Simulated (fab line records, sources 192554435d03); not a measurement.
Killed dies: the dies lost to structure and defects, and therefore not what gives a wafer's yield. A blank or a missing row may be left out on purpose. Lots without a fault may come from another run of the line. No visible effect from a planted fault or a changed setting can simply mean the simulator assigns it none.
Problem report in the 8D (eight disciplines) form, filled by code || flow n5 finfet || the parts of the form that need people (team, actions taken, sign-off) are left out

## 1. PROBLEM STATEMENT
cd nm at N5_HKMG_FIN_CD_MEAS_12 reads a mean of 85.7 nm on 2 wafers of 2 lots; wafers without a fault read 92.8 nm with a standard deviation of 0.64. Relative to the usual mean, that is a shift of -11 standard deviations.
The step: target cd 92.8 nm.
Earliest sighting: wafer L196.2 on cd sem-02 at day 7 14:38. Wafers with a number at this step in the record: 34, from 12 lots. By rule, "out" or "out of limits" means more than 4 standard deviations away from the usual mean. The other wafers with a number count as sound.

## 2. WHAT IT IS AND WHAT IT IS NOT
{"question": "which readings at this step", "is": "cd nm", "is not": "-"}
{"question": "which lots", "is": "L196, L203", "is not": "L182, L184, L185, L186, L187, L189, L190, L193, L195, L205"}
{"question": "which wafers of those lots", "is": "L196.2, L203.2", "is not": "L196.1, L196.6, L203.3"}
{"question": "read on which gauges", "is": "cd sem-02, cd sem-03", "is not": "cd sem-01"}
{"question": "when", "is": "from day 7 14:38", "is not": "up to then (28 sound wafers); but 4 sound wafers of L203, L205 came after"}

## 3. SUSPECTS, AND WHAT RULES EACH OUT
Counting: any tool at a process step up to the reading remains a suspect provided it ran every lot that is out. Sound lots after the first of them don't rule it out here, since some wafers of a struck lot are sound.
- ruled out: the gauge at N5_HKMG_FIN_CD_MEAS_12. The wafers that are out were read on 2 gauges (cd sem-02, cd sem-03).
- rie diel-03 at N5_HKMG_FIN_ETCH_55 (etches SOC in N2/H2, target depth 240 nm, time 300 s): kept. Every lot that is out went through it, the first being L196 (day 7 11:11); the last sound lot it ran before that was L187 (day 5 07:24).
- litho track-04 at N5_HKMG_FIN_PEB_10 (peb time 60 s): kept. Every lot that is out went through it, the first being L196 (day 7 14:34); the last sound lot it ran before that was L195 (day 7 11:03).
After counting, rie diel-03 at N5_HKMG_FIN_ETCH_55 and litho track-04 at N5_HKMG_FIN_PEB_10 remain.

## 4. THE CAUSE (what the simulator had put in)
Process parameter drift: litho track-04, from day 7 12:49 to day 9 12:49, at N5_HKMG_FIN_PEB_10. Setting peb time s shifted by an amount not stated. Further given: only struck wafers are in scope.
2 suspects survive the count, and this tool is in that group.

## 5. THE EFFECT CHAIN, in route order
Each row: a reading where the mean over the struck wafers with a number is more than 3 standard deviations away from the usual. Scope: only readings with a usual standard deviation given in the record; hours: median across lots of the time from each lot's start at the first step in this table that gives one to its start at this step; sigmas: change in usual standard deviations.
{"hours": 0, "step": "N5_HKMG_FIN_CD_MEAS_12", "reading": "cd nm", "usual": "92.8 nm", "on struck wafers": 85.7, "change": -7.1, "sigmas": -11}

## 6. HOW IT WOULD HAVE BEEN CAUGHT EARLIER
The first out-of-limits reading at a measuring or inspecting step in this record came at day 7 14:38, 2 hours after the fault's start at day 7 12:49.
Of the lots that are out (2), L203 began N5_HKMG_FIN_PEB_10 on litho track-04 after day 7 14:38. Putting the tool on hold at that point would have spared it.
